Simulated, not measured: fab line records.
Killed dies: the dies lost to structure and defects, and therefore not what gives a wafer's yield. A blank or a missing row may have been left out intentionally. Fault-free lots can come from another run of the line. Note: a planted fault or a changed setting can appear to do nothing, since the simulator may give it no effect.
fab line records ; flow n5-finfet
record lots=10; wafers=30; last-day=18
route steps=1938 shown MOL_CONTACT_COAG@530 PASSIVATION@1936
lots untouched by any fault: they come from a run of this same line in which no faults occurred
start-h: hours from the record's first day to the start of the lot's first wafer shown ; wait-h: how many hours have passed since the lot's step before this one ; " same as the row above ; L1.1+2: one row covering several wafers at once ; - value missing, or start not given ; * or withheld: withheld ; < > ~ a bound
route shown NAME@n: a module of which the file shows steps, and the number in the route of the first ; usual: the fault-free wafers' mean and standard deviation ; same: alike in all rows ; chamber/n: place in a boat ; sites: each site's reading ; _std_site: standard deviation of those values ; _edge_site: mean of outer sites minus mean of inner sites ; radius-mm: for every site, how far away it sits from the centre of the wafer ; mask NAME#n: copy n ; behind: the last tool/chamber to shape the wafer ; hold: cause of the lot's hold/its duration in hours/its outcome ; device: the transistor (n, p or np) that didn't switch ; end of line: the route-end tests of the same wafers ; for a step that has no rows: nothing shown but its recipe ; killed: the dies lost at the first sort to structure and to defects; this is not the yield of the wafer ; map: shows each die of a wafer: x if killed, . if not, _ if none is there
set.NAME: the setting as run; set.NAME@STEP: as run at that earlier step ; model.NAME: the simulator's own value behind a step, which no gauge read
steps of the route over a sample of lots; a table a step, a row a wafer
services: the hour from which a tool's chamber was out of use, counted from the record's first day as start-h (under 0 if before that day), plus the number of hours and why
## steps
# step N5_MOL_CONTACT_COAG_ETCH_59
# recipe chemistry=N2/H2; target=underlayer; target-depth-a=130; mask-material=CAR-EUV; time-s=10.4; ion-energy-ev=200; pressure-mtorr=30; source-w=840; bias-w=150; n2-flow-sccm=200; h2-flow-sccm=200; ends=cleared
# usual bias-w=150.0/0.43; drypump-motor-current-A=5.7/0.44; etch-rf-on-time-s=10.38/0.26; oes-product-au=0.66/0.073; rf-fwd-power-W=818.6/2.8; rf-vpp-V=523.8/2.5; showerhead-plenum-p-Torr=2.54/0.086; throttle-valve-pct=17.82/0.24
lot.wafer;tool;chamber;start-h;wait-h;bias-w;drypump-motor-current-A;etch-rf-on-time-s;oes-product-au;rf-fwd-power-W;rf-hours-counter-h;rf-vpp-V;showerhead-plenum-p-Torr;throttle-valve-pct
L118.3;rie-diel-03;2;86.85;0.0;150.1;5.4;10.25;0.73;813.7;62;524.4;2.56;17.51
L118.4;rie-diel-03;1;86.85;0.0;150.2;5.3;10.38;0.76;815.5;33;525.9;2.60;17.50
L118.5;rie-diel-03;3;86.85;0.0;150.4;5.7;10.53;0.61;822.2;-;519.4;2.39;18.00
L121.3;rie-diel-02;2;119.16;0.0;149.7;5.2;10.50;0.61;821.4;210;526.1;2.65;18.36
L121.5;rie-diel-02;3;119.16;0.0;150.0;5.6;9.81;0.66;820.3;-;525.2;2.54;17.82
L121.6;rie-diel-02;0;119.16;0.0;149.4;5.3;10.57;0.61;817.8;-;520.9;2.41;17.55
L122.1;rie-diel-03;2;119.97;0.0;149.4;5.4;10.18;0.71;820.5;75;524.5;2.56;17.52
L122.2;rie-diel-03;3;119.97;0.0;150.1;5.7;10.53;0.61;817.7;236;521.8;2.39;18.02
L122.5;rie-diel-03;1;119.97;0.0;149.7;5.3;10.49;0.74;810.9;-;523.7;2.59;17.50
L128.1;rie-diel-03;2;151.29;0.0;149.9;5.4;10.28;0.69;816.8;88;524.2;2.55;17.55
L128.3;rie-diel-03;3;151.29;0.0;149.3;5.7;10.41;0.60;815.8;248;519.3;2.39;18.04
L128.4;rie-diel-03;1;151.29;0.0;149.9;5.3;10.59;0.72;820.4;61;525.0;2.59;17.52
L130.1;rie-diel-04;3;170.21;0.0;150.1;6.4;10.55;0.75;821.0;33;526.2;2.59;17.80
L130.3;rie-diel-04;1;170.21;0.0;150.3;6.3;10.27;0.57;816.4;251;521.9;2.50;17.76
L130.5;rie-diel-04;2;170.21;0.0;149.9;5.6;10.94;0.60;816.5;-;521.4;2.41;18.02
L131.1;rie-diel-04;1;171.53;0.0;150.0;6.3;10.27;0.57;817.6;251;521.9;2.50;17.77
L131.4;rie-diel-04;2;171.53;0.0;149.6;5.6;10.84;0.60;819.1;-;521.2;2.41;18.01
L131.5;rie-diel-04;3;171.53;0.0;149.7;6.4;10.43;0.76;816.8;-;525.7;2.59;17.78
L132.1;rie-diel-03;0;179.76;0.0;150.3;5.6;9.94;0.64;823.8;193;524.4;2.54;17.97
L132.3;rie-diel-03;1;179.76;0.0;149.8;5.3;10.52;0.71;817.4;74;526.3;2.58;17.55
L132.4;rie-diel-03;3;179.76;0.0;150.2;5.7;10.43;0.83;819.1;2;528.3;2.70;17.60
L135.2;rie-diel-03;2;196.07;0.0;150.1;5.4;10.31;0.68;816.1;108;523.8;2.54;17.60
L135.3;rie-diel-03;0;196.07;0.0;150.0;5.6;10.15;0.62;822.7;200;524.8;2.53;17.99
L135.6;rie-diel-03;2;196.07;0.0;149.7;5.4;10.26;0.68;817.2;-;524.3;2.54;17.60
L137.1;rie-diel-03;2;206.77;0.0;150.9;5.4;10.23;0.68;817.0;111;523.6;2.54;17.58
L137.3;rie-diel-03;0;206.77;0.0;150.5;5.6;10.18;0.62;818.0;203;523.8;2.53;17.97
L137.6;rie-diel-03;0;206.77;0.0;150.4;5.6;10.09;0.63;819.1;-;522.1;2.53;17.98
L140.1;rie-diel-04;2;226.24;0.0;149.7;5.6;10.88;0.58;816.5;246;521.3;2.40;18.04
L140.3;rie-diel-04;1;226.24;0.0;150.7;6.3;10.00;0.83;823.8;9;521.9;2.49;17.41
L140.5;rie-diel-04;3;226.24;0.0;149.2;6.4;10.45;0.73;814.7;-;525.2;2.58;17.82
# step N5_MOL_CONTACT_COAG_CONTACT_ETCH_14
# recipe chemistry=C4F6/O2; target=SiO2; target-depth-a=275; overetch-a=85; mask-material=SOC; pressure-mtorr=30; source-w=370; bias-w=185; Ar_flow_sccm=300; C4F6_flow_sccm=16; O2_flow_sccm=10; time-s=20; ion-energy-ev=259.6
# usual O2_flow_sccm=9.998/0.027; bias-w=185.0/0.55; drypump-motor-current-A=5.7/0.45; oes_f_703_au=0.77/0.08; oes-product-au=0.66/0.071; rf-fwd-power-W=362.6/2.1; rf-vpp-V=692/3.2; showerhead-plenum-p-Torr=2.87/0.097; throttle-valve-pct=21.21/0.23
# same time-s=20
lot.wafer;tool;chamber;start-h;wait-h;O2_flow_sccm;bias-w;drypump-motor-current-A;oes_f_703_au;oes-product-au;rf-fwd-power-W;rf-hours-counter-h;rf-vpp-V;showerhead-plenum-p-Torr;throttle-valve-pct
L118.3;rie-diel-03;2;86.99;0.0;10.017;185.2;5.4;0.85;0.71;359.8;63;694;2.91;21.00
L118.4;rie-diel-03;1;86.99;0.0;9.967;185.4;5.3;0.86;0.75;361.5;33;696;2.91;20.84
L118.5;rie-diel-03;3;86.99;0.0;9.967;185.0;5.7;0.73;0.61;363.7;-;688;2.74;21.53
L121.3;rie-diel-02;2;119.31;0.0;9.980;184.0;5.2;0.71;0.61;366.6;210;696;2.97;21.60
L121.5;rie-diel-02;3;119.31;0.0;9.958;184.8;5.6;0.78;0.63;361.9;-;692;2.90;21.33
L121.6;rie-diel-02;0;119.31;0.0;9.995;184.9;5.3;0.70;0.62;361.0;-;688;2.73;20.95
L122.1;rie-diel-03;2;120.12;0.0;9.996;184.5;5.4;0.83;0.70;363.9;75;694;2.91;21.02
L122.2;rie-diel-03;3;120.12;0.0;9.957;186.1;5.7;0.72;0.60;363.4;236;689;2.74;21.56
L122.5;rie-diel-03;1;120.12;0.0;9.997;185.5;5.3;0.84;0.74;361.0;-;695;2.91;20.87
L128.1;rie-diel-03;2;151.43;0.0;10.055;184.8;5.4;0.81;0.69;361.2;88;693;2.90;21.03
L128.3;rie-diel-03;3;151.43;0.0;10.011;186.2;5.7;0.72;0.60;363.5;248;688;2.73;21.57
L128.4;rie-diel-03;1;151.43;0.0;9.993;184.4;5.3;0.82;0.73;360.7;61;693;2.90;20.88
L130.1;rie-diel-04;3;170.36;0.0;10.006;185.5;6.4;0.85;0.75;361.0;33;695;2.96;21.44
L130.3;rie-diel-04;1;170.36;0.0;10.014;184.6;6.3;0.70;0.58;360.3;251;690;2.83;21.14
L130.5;rie-diel-04;2;170.36;0.0;9.997;184.7;5.6;0.68;0.61;362.1;-;687;2.72;21.34
L131.1;rie-diel-04;1;171.67;0.0;10.020;184.9;6.3;0.70;0.58;357.5;251;691;2.83;21.15
L131.4;rie-diel-04;2;171.67;0.0;9.983;186.0;5.6;0.69;0.61;361.8;-;688;2.72;21.34
L131.5;rie-diel-04;3;171.67;0.0;9.998;184.8;6.4;0.85;0.75;363.7;-;695;2.96;21.44
L132.1;rie-diel-03;0;179.91;0.0;9.999;185.0;5.6;0.75;0.62;364.9;193;693;2.85;21.05
L132.3;rie-diel-03;1;179.91;0.0;9.975;185.3;5.3;0.81;0.71;360.1;74;692;2.89;20.91
L132.4;rie-diel-03;3;179.91;0.0;9.990;185.6;5.7;0.98;0.84;365.3;2;699;3.07;21.19
L135.2;rie-diel-03;2;196.22;0.0;10.036;185.2;5.4;0.55;0.67;273.8;108;750;2.89;21.06
L135.3;rie-diel-03;0;196.22;0.0;10.011;185.0;5.6;0.74;0.61;363.4;200;690;2.84;21.06
L135.6;rie-diel-03;2;196.22;0.0;9.972;186.3;5.4;0.56;0.67;272.6;-;752;2.89;21.05
L137.1;rie-diel-03;2;206.92;0.0;9.965;184.4;5.4;0.55;0.67;274.8;111;750;2.89;21.06
L137.3;rie-diel-03;0;206.92;0.0;9.994;185.8;5.6;0.74;0.62;364.0;203;692;2.84;21.07
L137.6;rie-diel-03;0;206.92;0.0;10.020;185.1;5.6;0.75;0.61;363.9;-;692;2.84;21.08
L140.1;rie-diel-04;2;226.39;0.0;10.016;184.7;5.6;0.67;0.60;361.9;247;687;2.71;21.35
L140.3;rie-diel-04;1;226.39;0.0;9.993;184.2;6.3;0.98;0.81;360.3;9;691;2.82;20.87
L140.5;rie-diel-04;3;226.39;0.0;9.966;185.2;6.4;0.81;0.72;361.9;-;695;2.95;21.47
# step N5_MOL_CONTACT_COAG_TI_SIL_19
# recipe material=Ti; target-thk-a=42; temp-c=200; chamber-pressure-pa=5; power-w=5000; time-s=15
# usual throttle-valve-pct=30.1/1.2
# same time-s=15
lot.wafer;tool;chamber;start-h;wait-h;throttle-valve-pct
L118.3;pvd-sputter-02;-;89.04;0.2;30.3
L118.4;pvd-sputter-02;-;89.04;0.2;29.1
L118.5;pvd-sputter-02;-;89.04;0.2;30.2
L121.3;pvd-sputter-02;-;120.29;0.4;29.2
L121.5;pvd-sputter-02;-;120.29;0.4;32.3
L121.6;pvd-sputter-02;-;120.29;0.4;29.9
L122.1;pvd-sputter-02;-;121.11;0.2;32.0
L122.2;pvd-sputter-02;-;121.11;0.2;30.4
L122.5;pvd-sputter-02;-;121.11;0.2;30.3
L128.1;pvd-sputter-03;-;152.24;0.3;29.0
L128.3;pvd-sputter-03;-;152.24;0.3;31.1
L128.4;pvd-sputter-03;-;152.24;0.3;28.7
L130.1;pvd-sputter-01;-;172.39;0.4;31.3
L130.3;pvd-sputter-01;-;172.39;0.4;30.3
L130.5;pvd-sputter-01;-;172.39;0.4;27.9
L131.1;pvd-sputter-01;-;172.49;0.3;30.3
L131.4;pvd-sputter-01;-;172.49;0.3;28.2
L131.5;pvd-sputter-01;-;172.49;0.3;28.0
L132.1;pvd-sputter-03;-;181.05;0.4;29.4
L132.3;pvd-sputter-03;-;181.05;0.4;28.5
L132.4;pvd-sputter-03;-;181.05;0.4;31.0
L135.2;pvd-sputter-02;-;197.91;0.4;32.5
L135.3;pvd-sputter-02;-;197.91;0.4;29.4
L135.6;pvd-sputter-02;-;197.91;0.4;30.4
L137.1;pvd-sputter-02;-;208.76;1.3;30.0
L137.3;pvd-sputter-02;-;208.76;1.3;29.3
L137.6;pvd-sputter-02;-;208.76;1.3;29.9
L140.1;pvd-sputter-01;-;227.06;0.2;31.8
L140.3;pvd-sputter-01;-;227.06;0.2;30.0
L140.5;pvd-sputter-01;-;227.06;0.2;31.8
# step N5_MOL_CONTACT_COAG_SIL_ANNEAL_21
# recipe temp-c=550; time-s=60; ambient=N2
# usual lamp-power-pct=6.5/0.32; wafer_temp_C_max=552.9/0.99
# same time-s=60
lot.wafer;tool;chamber;start-h;wait-h;lamp-power-pct;wafer_temp_C_max
L118.3;rtp-anneal-01;0;89.60;0.3;6.8;552.0
L118.4;rtp-anneal-01;0;89.60;0.3;6.8;552.3
L118.5;rtp-anneal-01;0;89.60;0.3;6.8;551.5
L121.3;rtp-anneal-02;0;120.84;0.3;6.2;553.2
L121.5;rtp-anneal-02;0;120.84;0.3;6.2;553.9
L121.6;rtp-anneal-02;0;120.84;0.3;6.2;553.8
L122.1;rtp-anneal-01;0;121.60;0.2;6.8;552.1
L122.2;rtp-anneal-01;0;121.60;0.2;6.8;552.4
L122.5;rtp-anneal-01;0;121.60;0.2;6.8;551.7
L128.1;rtp-anneal-01;0;152.74;0.2;6.8;551.9
L128.3;rtp-anneal-01;0;152.74;0.2;6.8;552.3
L128.4;rtp-anneal-01;0;152.74;0.2;6.8;551.4
L130.1;rtp-anneal-02;0;172.89;0.2;6.2;553.0
L130.3;rtp-anneal-02;0;172.89;0.2;6.2;553.5
L130.5;rtp-anneal-02;0;172.89;0.2;6.2;555.7
L131.1;rtp-anneal-02;0;173.07;0.3;6.2;553.2
L131.4;rtp-anneal-02;0;173.07;0.3;6.2;554.5
L131.5;rtp-anneal-02;0;173.07;0.3;6.2;553.2
L132.1;rtp-anneal-02;0;181.54;0.2;6.2;553.0
L132.3;rtp-anneal-02;0;181.54;0.2;6.2;554.6
L132.4;rtp-anneal-02;0;181.54;0.2;6.2;552.8
L135.2;rtp-anneal-02;0;198.44;0.2;6.2;553.6
L135.3;rtp-anneal-02;0;198.44;0.2;6.2;552.9
L135.6;rtp-anneal-02;0;198.44;0.2;6.2;553.2
L137.1;rtp-anneal-01;0;209.36;0.3;6.8;551.5
L137.3;rtp-anneal-01;0;209.36;0.3;6.8;551.8
L137.6;rtp-anneal-01;0;209.36;0.3;6.8;551.5
L140.1;rtp-anneal-01;0;227.62;0.2;6.8;552.2
L140.3;rtp-anneal-01;0;227.62;0.2;6.8;551.3
L140.5;rtp-anneal-01;0;227.62;0.2;6.8;551.6
# step N5_PASSIVATION_PROBE_49
# usual killed_at_M0_to_M3=37/12; killed_at_M4_up=14/5.3; killed-at-contacts=12/6.2; killed-at-front-end=41/11; killed-at-other=3.7/2.9; killed-dies=107/17; killed-open=71/12; killed-short=34/7.9
# same gross-dies=1180; killed-at-back-side=0
lot.wafer;tool;chamber;start-h;wait-h;killed_at_M0_to_M3;killed_at_M4_up;killed-at-contacts;killed-at-front-end;killed-at-other;killed-dies;killed-open;killed-short
L135.2;prober-01;-;387.45;0.1;37;25;8;54;5;129;86;41
L135.6;prober-01;-;387.65;0.3;35;13;23;57;1;129;82;38
L137.1;prober-02;-;395.21;0.0;39;14;25;43;5;126;92;31
# killed by level:class
L135.2 STI_FIN_REVEAL:geometric-particle:open=22 BEOL_M4:geometric-particle:open=16 BEOL_M3:geometric-particle:open=11 BEOL_M2:geometric-particle:open=9 STI_FIN_REVEAL:geometric-particle:short=7 MOL_CONTACT_COAG:geometric-particle:open=7 BEOL_M0_SAQP:geometric-particle:short=7 FIN_SAQP:geometric-particle:open=6
L135.6 STI_FIN_REVEAL:geometric-particle:open=17 MOL_CONTACT_COAG:geometric-particle:open=17 BEOL_M2:geometric-particle:open=12 BEOL_M0_SAQP:geometric-particle:short=9 FIN_SAQP:geometric-particle:short=8 DUMMY_GATE:geometric-particle:open=8 BEOL_M0_SAQP:geometric-particle:open=8 MOL_CONTACT_COAG:geometric-particle:short=5
L137.1 STI_FIN_REVEAL:geometric-particle:open=21 MOL_CONTACT_COAG:geometric-particle:open=19 BEOL_M0_SAQP:geometric-particle:open=11 BEOL_M2:geometric-particle:open=8 FIN_SAQP:geometric-particle:open=7 BEOL_M4:geometric-particle:open=7 BEOL_M3:geometric-particle:open=6 STI_FIN_REVEAL:geometric-particle:short=4
## services
tool;chamber;start-h;hours;kind
rie-diel-04;3;64.18;-;clean
rie-diel-04;3;64.18;-;consumable-replace:focus-ring
rie-diel-04;3;64.18;21.7;scheduled-down
rie-diel-04;3;64.18;21.7;vent-cycle
rie-diel-03;0;64.56;13.4;repair
rie-diel-02;0;79.64;8.6;repair
rie-diel-02;1;79.64;3.7;repair
pvd-sputter-01;-;86.52;4.8;repair
pvd-sputter-01;-;137.17;2.2;repair
rie-diel-02;-;145.40;4.3;pm
rie-diel-03;3;158.12;-;clean
rie-diel-03;3;158.12;-;consumable-replace:focus-ring
rie-diel-03;3;158.12;-;consumable-replace:showerhead
rie-diel-03;3;158.12;16.4;scheduled-down
rie-diel-03;3;158.12;16.4;vent-cycle
rie-diel-02;-;163.03;3.2;repair
rie-diel-04;0;165.28;-;clean
rie-diel-04;0;165.28;-;consumable-replace:focus-ring
rie-diel-04;0;165.28;-;consumable-replace:showerhead
rie-diel-04;0;165.28;18.7;scheduled-down
rie-diel-04;0;165.28;18.7;vent-cycle
rie-diel-04;1;184.08;-;clean
rie-diel-03;3;189.80;9.6;repair
rie-diel-03;-;219.02;2.8;pm
## key
first-sign step=N5_MOL_CONTACT_COAG_CONTACT_ETCH_14; reading=rf-fwd-power-W; direction=down; sigmas=43; usual=*; struck=*
effect step=N5_MOL_CONTACT_COAG_CONTACT_ETCH_14; reading=rf-vpp-V; direction=up; sigmas=18; usual=692; struck=751
met-at N5_MOL_CONTACT_COAG_CONTACT_ETCH_14
struck-lots L135,L137
struck-wafers L135.2,L135.6,L137.1
tester-left-out L135,L137
not-acting-at N5_MOL_CONTACT_COAG_ETCH_59,N5_MOL_CONTACT_COAG_TI_SIL_19,N5_MOL_CONTACT_COAG_SIL_ANNEAL_21
onset-between 151.43 196.22
fault kind=process-parameter-drift; tool=rie-diel-03; chamber=2; onset-h=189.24; steps=N5_MOL_CONTACT_COAG_CONTACT_ETCH_14; channel=source-w; offset=-88.8; shape=step; end-h=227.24; acts-in=these-recipes-only; stated=370
# tester-left-out: of these lots the tester's yield and bins aren't shown, on N5 and GAA mostly nor the transistor test; their killed dies are dies lost to structure and defects alone, not to doping, threshold or leakage, so they don't give the yield
